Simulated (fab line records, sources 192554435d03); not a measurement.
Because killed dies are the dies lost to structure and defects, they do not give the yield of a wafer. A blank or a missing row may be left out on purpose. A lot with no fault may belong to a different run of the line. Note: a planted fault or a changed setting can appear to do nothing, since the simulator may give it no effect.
Split-lot experiment | flow n5_finfet | 39 wafers read across 7 lots, on a route 1938 steps long

== THE SPLIT ITSELF ==
At N5_MOL_CONTACT_COAG_ALD_133 (deposits SiO2, target thk 5 nm, pulse time 1 s, co reactant pulse time 1 s), the setting ald_cycles was moved away from the recipe's 35 on 9 of the 39 wafers read, by -60.0% to +34.3%. This setting was run at the recipe's value on the other wafers.

The reading is taken at the split's own step.

== THE READING ==
SiO2_of_MOL_CONTACT_COAG_ALD_133.thk_nm (the simulator's own value, which no gauge read), in nm, at N5_MOL_CONTACT_COAG_ALD_133 (deposits SiO2, target thk 5 nm, pulse time 1 s, co reactant pulse time 1 s). The file gives no usual value for it.

wafer  | tool, chamber at the split | ald_cycles as run | against the recipe | SiO2_of_MOL_CONTACT_COAG_ALD_133.thk_nm, nm | against lot-mates on the recipe
L075.1 | ald_sin-03, 3,1,0          | 16                | -54.3%             | 2.2                                         | -2.8
L075.2 | ald_sin-03, 3,1,0          | 16                | -54.3%             | 2.2                                         | -2.8
L075.5 | ald_sin-03, 3,1,0          | 16                | -54.3%             | 2.2                                         | -2.8
L075.3 | ald_sin-03, 2,0,3          | 35                | recipe             | 5                                           | -
L075.4 | ald_sin-03, 2,0,3          | 35                | recipe             | 5                                           | -
L075.6 | ald_sin-03, 2,0,3          | 35                | recipe             | 5                                           | -
L078.1 | ald_sin-02, 0,2,1          | 14                | -60.0%             | 2                                           | -3.0
L078.5 | ald_sin-02, 0,2,1          | 14                | -60.0%             | 2                                           | -3.0
L078.6 | ald_sin-02, 0,2,1          | 14                | -60.0%             | 2                                           | -3.0
L078.2 | ald_sin-02, 1,3,2          | 35                | recipe             | 5                                           | -
L078.3 | ald_sin-02, 1,3,2          | 35                | recipe             | 5                                           | -
L078.4 | ald_sin-02, 1,3,2          | 35                | recipe             | 5                                           | -
L080.3 | ald_sin-03, 2,3,2          | 35                | recipe             | 5                                           | -
L080.4 | ald_sin-03, 2,3,2          | 35                | recipe             | 5                                           | -
L080.5 | ald_sin-03, 2,3,2          | 35                | recipe             | 5                                           | -
L079.1 | ald_sin-01, 2,0,3,2,3,0    | 35                | recipe             | 5                                           | -
L079.2 | ald_sin-01, 2,0,3,2,3,0    | 35                | recipe             | 5                                           | -
L079.3 | ald_sin-01, 2,0,3,2,3,0    | 35                | recipe             | 5                                           | -
L079.4 | ald_sin-01, 2,0,3,2,3,0    | 35                | recipe             | 5                                           | -
L079.5 | ald_sin-01, 2,0,3,2,3,0    | 35                | recipe             | 5                                           | -
L079.6 | ald_sin-01, 2,0,3,2,3,0    | 35                | recipe             | 5                                           | -
L083.1 | ald_sin-02, 0,3,2          | 35                | recipe             | 5                                           | -
L083.2 | ald_sin-02, 0,3,2          | 35                | recipe             | 5                                           | -
L083.3 | ald_sin-02, 0,3,2          | 35                | recipe             | 5                                           | -
L083.4 | ald_sin-02, 1,0            | 47                | +34.3%             | 6.8                                         | +1.8
L083.6 | ald_sin-02, 1,0            | 47                | +34.3%             | 6.8                                         | +1.8
L083.5 | ald_sin-02, 3              | 47                | +34.3%             | 6.6                                         | +1.6
L089.1 | ald_sin-02, 0,1,2,3,3,2    | 35                | recipe             | 5                                           | -
L089.2 | ald_sin-02, 0,1,2,3,3,2    | 35                | recipe             | 5                                           | -
L089.3 | ald_sin-02, 0,1,2,3,3,2    | 35                | recipe             | 5                                           | -
L089.4 | ald_sin-02, 0,1,2,3,3,2    | 35                | recipe             | 5                                           | -
L089.5 | ald_sin-02, 0,1,2,3,3,2    | 35                | recipe             | 5                                           | -
L089.6 | ald_sin-02, 0,1,2,3,3,2    | 35                | recipe             | 5                                           | -
L094.1 | ald_sin-02, 3,2,0,0,3,2    | 35                | recipe             | 5                                           | -
L094.2 | ald_sin-02, 3,2,0,0,3,2    | 35                | recipe             | 5                                           | -
L094.3 | ald_sin-02, 3,2,0,0,3,2    | 35                | recipe             | 5                                           | -
L094.4 | ald_sin-02, 3,2,0,0,3,2    | 35                | recipe             | 5                                           | -
L094.5 | ald_sin-02, 3,2,0,0,3,2    | 35                | recipe             | 5                                           | -
L094.6 | ald_sin-02, 3,2,0,0,3,2    | 35                | recipe             | 5                                           | -
If several chambers appear in one row, that row covers several wafers at once and the file leaves open which wafer was in which chamber.

THE FIT
A straight line over all 39 wafers: SiO2_of_MOL_CONTACT_COAG_ALD_133.thk_nm changes by +0.0507 nm for each +1% of ald_cycles; r = +1.00; the points scatter about the line by 0.032 nm.
The same after taking each lot's own level away (the mean of its wafers on the recipe; 39 wafers): +0.0507 nm for each +1%; r = +1.00; scatter 0.032 nm.
That fit puts the effect of the largest move of ald_cycles on the reading at 3 nm.
The lots' own levels span 5.00 to 5.00 nm.
The two slopes are in agreement: the lot-to-lot level therefore moves the slope only a little.
Check: for one of the wafers moved furthest among these (-60.0%), held out of the fit, the line's prediction against its lot-mates is -3.05 nm. Against them it came out at -3 nm.

== OTHER SPLITS ON THESE WAFERS ==
Before the reading, these wafers also passed through other splits. Each is held against what the fit with the lots' levels taken away leaves over:
other split on the same wafers | wafers away from the commonest value | r with SiO2_of_MOL_CONTACT_COAG_ALD_133.thk_nm (lot level and that fit taken away)
N5_FIN_SAQP_DESCUM_21 time_s   | 15                                   | -0.29
N5_DUMMY_GATE_DESCUM_20 time_s | 12                                   | -0.02
N5_GATE_CUT_ALD_22 ald_cycles  | 12                                   | +0.40

== FILE'S OWN FIT ==
SiO2_of_MOL_CONTACT_COAG_ALD_133.thk_nm changes by +0.0507 nm for each +1% of ald_cycles, r = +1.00.
